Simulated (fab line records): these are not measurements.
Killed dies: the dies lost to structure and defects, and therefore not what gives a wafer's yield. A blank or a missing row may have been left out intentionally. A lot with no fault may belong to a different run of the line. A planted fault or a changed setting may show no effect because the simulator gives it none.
Problem report, 8D (eight disciplines) form, completed by code -- flow n5 finfet -- the parts of the form that need people (team, actions taken, sign-off) are left out

## 1. WHAT WENT WRONG
Wafers without a fault read 1500.0 rpm, standard deviation 1.2; spin speed rpm at N5_BEOL_M5_COAT_05 reads a mean of 1275.8 rpm on 6 wafers belonging to 2 lots. So: -99 or more standard deviations from the usual mean.
The step: resist thk 30 nm.
The first sign was on wafer L481.1 at day 9 12:41, on litho track-03. Wafers with a number at this step in the record: 18, from 6 lots. The rule behind "out" and "out of limits": a value lying over 4 standard deviations away from the usual mean. All remaining wafers that have a number are taken as sound.

## 2. WHAT IT IS, AND WHAT IT ISN'T
question,is,is not
which readings at this step,spin speed rpm,chill plate temp C
which lots,"L481, L484","L487, L489, L491, L495"
which wafers of those lots,all that have a number,-
read on which tools,litho track-03,"litho track-01, litho track-02"
when,from day 9 12:41,"up to then (0 sound wafers); but 12 sound wafers of L487, L489, L491, L495 came after"

## 3. THE SUSPECTS, EACH WITH WHAT RULES IT OUT
Counting: any tool at a process step up to the reading is kept as a suspect provided that every lot that is out went through it and no sound lot did after the first of them.
- uv cure-01 at N5_BEOL_M5_CURE_79 (cures SiCOH lowk, time 240 s): ruled out as a lasting fault. After its first lot that is out, L481 (day 9 10:10), sound lots L489 ran on it.
- pecvd-02 at N5_BEOL_M5_PECVD_70 (deposits SiO2 from TEOS/O2, target thk 16 nm, time 18 s): ruled out as a lasting fault. After its first lot that is out, L481 (day 9 11:11), sound lots L491 ran on it.
- litho track-03 at N5_BEOL_M5_COAT_05 (resist thk 30 nm): ruled out as a lasting fault. After its first lot that is out, L481 (day 9 12:41), sound lots L495 ran on it.
Left after counting: nothing in the record.

## 4. THE CAUSE (what the simulator had put in)
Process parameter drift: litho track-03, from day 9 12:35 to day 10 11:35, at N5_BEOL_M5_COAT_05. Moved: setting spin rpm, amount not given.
Counting ruled it out, wrongly.

## 5. THE EFFECT CHAIN, in route order
Each row: a reading whose mean over the struck wafers that have a number lies more than 3 standard deviations from the usual. Only readings for which the record gives a usual standard deviation are gone through. hours: the time from each lot's start at the first step in this table that gives one to its start at this step, as a median over the lots. sigmas: the change in usual standard deviations.
hours,step,reading,usual,on struck wafers,change,sigmas
0,N5_BEOL_M5_COAT_05,spin speed rpm,1500.0 rpm,1275.8,-224.2,-99 or more
It contains these process steps:
- N5_BEOL_M5_COAT_05: resist thk 30 nm.
Later steps that measure or inspect, where all struck wafers having a row at the step show a number for every such reading and not one has moved that far: N5_BEOL_M5_CD_MEAS_11, N5_BEOL_M5_OVL_MEAS_12, N5_BEOL_M5_INSPECT_13.

## 6. HOW IT WOULD HAVE BEEN CAUGHT EARLIER
First out-of-limits reading in this record: day 9 12:41, which is 0 hours after fault onset at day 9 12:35.
